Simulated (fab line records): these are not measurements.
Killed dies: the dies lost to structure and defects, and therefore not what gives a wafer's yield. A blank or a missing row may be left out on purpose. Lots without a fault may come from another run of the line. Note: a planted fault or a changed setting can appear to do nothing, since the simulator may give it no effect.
Code-filled problem report in 8D (eight disciplines) form | flow nand_harc | the parts of the form that need people (team, actions taken, sign-off) are left out

## 1. THE PROBLEM
Wafers without a fault read 188.45 W, standard deviation 0.15; heater_power_total_W at NHARC_A_SLIT_SOFTBAKE_04 reads a mean of 193.18 W on 6 wafers belonging to 2 lots. That is +32 standard deviations from the usual mean.
The step: time 55 s.
The first sign was on wafer L941.1 at day 28 11:00, on litho_track-06. The record has a number at this step for 42 wafers belonging to 14 lots. The rule behind "out" and "out of limits": a value lying over 4 standard deviations away from the usual mean. Any other wafer with a number is counted as sound.

## 2. WHAT IT IS, AND WHAT IT ISN'T
question                    | is                     | is not
which readings at this step | heater_power_total_W   | -
which lots                  | L941, L942             | L919, L920, L921, L922, L923, L924, L926, L927, L929, L933, L934, L935
which wafers of those lots  | all that have a number | -
read on which tools         | litho_track-06         | litho_track-01, litho_track-04
when                        | from day 28 11:00      | up to then (36 sound wafers)

## 3. WHAT RULES OUT EACH SUSPECT
Counting: any tool at a process step up to the reading is kept as a suspect provided that every lot that is out went through it and no sound lot did after the first of them.
- cmp-03 at NHARC_A_SGD_CUT_CMP_21 (polishes, target thk 148.19 nm): kept. It ran every lot that is out, first L941 (day 28 02:41), and no sound lot after that; its last sound lot up to then is L933 (day 24 20:26).
- litho_track-06 at NHARC_A_SLIT_SOFTBAKE_04 (time 55 s): kept. It ran every lot that is out, first L941 (day 28 11:00), and no sound lot after that; its last sound lot up to then is L934 (day 25 02:00). On those wafers its own readings are out: heater_power_total_W.
After counting, cmp-03 at NHARC_A_SGD_CUT_CMP_21 and litho_track-06 at NHARC_A_SLIT_SOFTBAKE_04 remain.

## 4. THE CAUSE (what the simulator had put in)
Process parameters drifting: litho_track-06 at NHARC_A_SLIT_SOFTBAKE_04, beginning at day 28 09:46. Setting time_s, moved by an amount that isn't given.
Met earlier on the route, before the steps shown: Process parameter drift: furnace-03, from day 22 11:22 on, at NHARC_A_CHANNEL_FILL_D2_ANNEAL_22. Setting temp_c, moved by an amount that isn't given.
2 suspects survive the count, and this tool is in that group.

## 5. SEQUENCE OF EFFECTS, ordered by route
One row per reading whose mean, taken over the struck wafers that have a number, lies over 3 standard deviations from the usual. Only readings whose record carries a usual standard deviation are examined. hours: median over the lots of the time between each lot's start at the first step of this table that gives one and its start at this step. sigmas: the change, counted in usual standard deviations.
hours | step                     | reading              | usual    | on struck wafers | change | sigmas
0     | NHARC_A_SLIT_SOFTBAKE_04 | heater_power_total_W | 188.45 W | 193.18           | +4.73  | +32
Process steps it contains:
- NHARC_A_SLIT_SOFTBAKE_04: time 55 s.
At these later measuring or inspecting steps, every struck wafer for which the step has a row has a number for every such reading, and none has moved that far: NHARC_A_SLIT_CD_MEAS_09, NHARC_A_SLIT_OVL_MEAS_10.

## 6. HOW IT WOULD HAVE BEEN CAUGHT EARLIER
In this record the first reading out of limits was taken at day 28 11:00, 1 hour after the fault began at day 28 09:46.
